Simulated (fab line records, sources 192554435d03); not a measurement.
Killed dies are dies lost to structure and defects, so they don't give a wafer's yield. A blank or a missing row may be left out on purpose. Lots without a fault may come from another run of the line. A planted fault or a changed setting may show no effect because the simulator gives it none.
A struck lot beside a sound one | flow n5_finfet | 14 steps out of a route of 1938
Sound: wafers L779.1, L779.3, L779.6. Struck: wafer L769.4. (L769.2 of the same lot was not struck and is left out.) The cause comes at the end.
At each step with rows: each side's tool, then ch and its chambers, then its first start. Under that, the readings that differ: sound wafers | struck wafers | difference of the means | sigmas: that difference in standard deviations of wafers without a fault.
alike: readings whose means differ by less than 2 such deviations, and words and numbers that are the same on both sides. not compared: withheld readings, readings that some wafer has no value for, bounds like >300 that may hide the same value, and numbers for which the record gives no deviation and whose values overlap.
The two part at a step that has a row with sigmas, a row that says differs or no value, or rows on one side only. Numbers that don't overlap but have no deviation are shown without sigmas and don't part them. A reading that every wafer of one side lacks parts them only if that side has two wafers or more.

N5_BEOL_M9_STRIP_80: strips in N2/H2, time 10 s.
  sound on rie_diel-03 ch 0,3; struck on rie_diel-05 ch 1
  alike: drypump_motor_current_A, oes_product_au, rf_vpp_V, showerhead_plenum_p_Torr, throttle_valve_pct
  not compared: rf_hours_counter_h
N5_BEOL_M9_OCD_MEAS_38:
  sound on ocd-01, day 14 18:46; struck on ocd-02, day 11 19:25
  alike: trench_depth_nm
then, 4 steps without rows for these wafers: N5_BEOL_M9_HM_STRIP_39 (strips TiN in peroxide tin strip, target depth 25 nm, time 158 s); N5_BEOL_M9_SRD_40 (time 30 s); N5_BEOL_M9_PRECLEAN_42 (cleans in residue remover, time 60 s); N5_BEOL_M9_SRD_43 (time 30 s).
N5_BEOL_M9_CD_MEAS_35: target cd 70 nm, target cd y 40 nm.
  sound on cd_sem-03, day 14 18:55; struck on cd_sem-03, day 11 19:34
  alike: cd_nm
N5_BEOL_M9_CURE_72: cures SiCOH lowk, time 120 s.
  sound on uv_cure-01 ch 0, day 14 18:58; struck on uv_cure-02 ch 0, day 11 19:40
  reading          | sound             | struck | difference | sigmas
  wafer_temp_C_max | 371.0 371.1 370.9 | 372.7  | +1.7       | +3
  alike: lamp_power_pct
N5_BEOL_M9_DEGAS_44: time 60 s.
  sound on pvd_sputter-03, day 14 19:18; struck on pvd_sputter-01, day 11 20:08
  alike: heater_power_w, susceptor_temp_C
N5_BEOL_M9_PRE_CLEAN_45: time 30 s.
  sound on pvd_sputter-03, day 14 19:20; struck on pvd_sputter-01, day 11 20:10
  alike: heater_power_w, susceptor_temp_C
N5_BEOL_M9_ALD_74: deposits TaN, target thk 2 nm, pulse time 2 s, purge time 3 s.
  sound on ald_metal-03 ch 0,1,2, day 14 19:24; struck on ald_metal-01 ch 1, day 11 20:28
  reading                               | sound             | struck | difference | sigmas
  precursor_vessel_pressure_torr (Torr) | 26.28 26.30 26.33 | 26.16  | -0.14      | -3
  alike: heater_power_w, susceptor_temp_C
then, 1 step without rows for these wafers: N5_BEOL_M9_SURFACE_TREAT_79.
N5_BEOL_M9_CVD_78: deposits Co from CCTBA/H2, target thk 2 nm, time 138.9 s.
  sound on cvd_co-02 ch 0,1,2, day 14 19:53; struck on cvd_co-01 ch 0, day 11 21:24
  reading          | sound             | struck | difference | sigmas
  run_length_s (s) | 162.6 162.1 160.9 | 115.7  | -46.2      | -85
then, 1 step without rows for these wafers: N5_BEOL_M9_SPUTTER_48 (material Cu, target thk 12 nm, time 2 s).

WHERE THEY PART
First at N5_BEOL_M9_CURE_72; last, within this record, at N5_BEOL_M9_CVD_78.

WHY: what the simulator had put in
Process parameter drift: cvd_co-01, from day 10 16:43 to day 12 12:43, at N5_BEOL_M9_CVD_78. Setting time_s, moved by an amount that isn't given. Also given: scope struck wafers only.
